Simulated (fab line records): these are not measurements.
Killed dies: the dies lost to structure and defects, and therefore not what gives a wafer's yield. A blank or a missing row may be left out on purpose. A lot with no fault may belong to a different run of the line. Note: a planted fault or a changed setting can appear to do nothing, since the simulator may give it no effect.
Chamber matching    flow n5 finfet    4 sister chambers for N5_BEOL_M8_STRIP_67 on rie diel-01
The step strips in CF4. 14 wafers are shown with their chamber, then 6 later ones without.

EACH WAFER AND ITS CHAMBER
wafer   chamber  drypump motor current A (A)  throttle valve pct (%)  oes product au (a.u.)
L216.2  2        5.9                          13.74                   0.70
L216.3  0        6.0                          13.46                   0.85
L216.5  1        6.1                          13.22                   0.97
L217.2  2        5.9                          13.77                   0.69
L217.4  1        6.0                          13.23                   0.95
L217.6  3        5.3                          13.65                   0.85
L220.1  0        6.0                          13.49                   0.83
L220.2  1        6.1                          13.25                   0.94
L220.5  1        6.0                          13.26                   0.94
L224.3  0        6.0                          13.51                   0.82
L224.4  2        5.9                          13.79                   0.69
L224.6  3        5.3                          13.69                   0.83
L226.2  0        6.0                          13.50                   0.82
L226.3  1        6.1                          13.28                   0.90

SIGNATURES, as means of the wafers listed above
reading                  chamber 0  chamber 1  chamber 2  chamber 3  scatter within a chamber
drypump motor current A  6.000      6.060      5.900      5.300      0.0346
throttle valve pct       13.4900    13.2480    13.7667    13.6700    0.024
oes product au           0.8300     0.9400     0.6933     0.8400     0.0186
Rule: for a wafer and a chamber, the distance is found by dividing, reading by reading, the gap between the wafer's reading and the chamber's mean by the reading's scatter, squaring, summing and taking the root. The wafer belongs to the nearest chamber; if the next one is less than 2 further off, it can't be placed. The scatter is the square root of a quotient: the sum, over the shown wafers, of each reading's squared deviation from its chamber's mean, divided by wafers minus chambers.

WAFERS WITHOUT THEIR CHAMBER
wafer   drypump motor current A (A)  throttle valve pct (%)  oes product au (a.u.)
L226.6  5.3                          13.69                   0.83
L227.3  5.3                          13.69                   0.82
L227.6  6.1                          13.30                   0.88
L239.2  6.0                          13.57                   0.79
L239.4  5.3                          13.78                   0.80
L239.5  6.0                          13.33                   0.85

WHICH CHAMBER EACH WENT THROUGH
wafer   from the rows above      in truth
L226.6  3                        3
L227.3  3                        3
L227.6  1                        1
L239.2  0                        0
L239.4  3                        3
L239.5  can't be placed: 1 or 0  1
Placed correctly: 5 of 6. Unplaceable from these rows: 1, with the true chamber sitting among the candidates in 1. Number placed wrongly: 0.
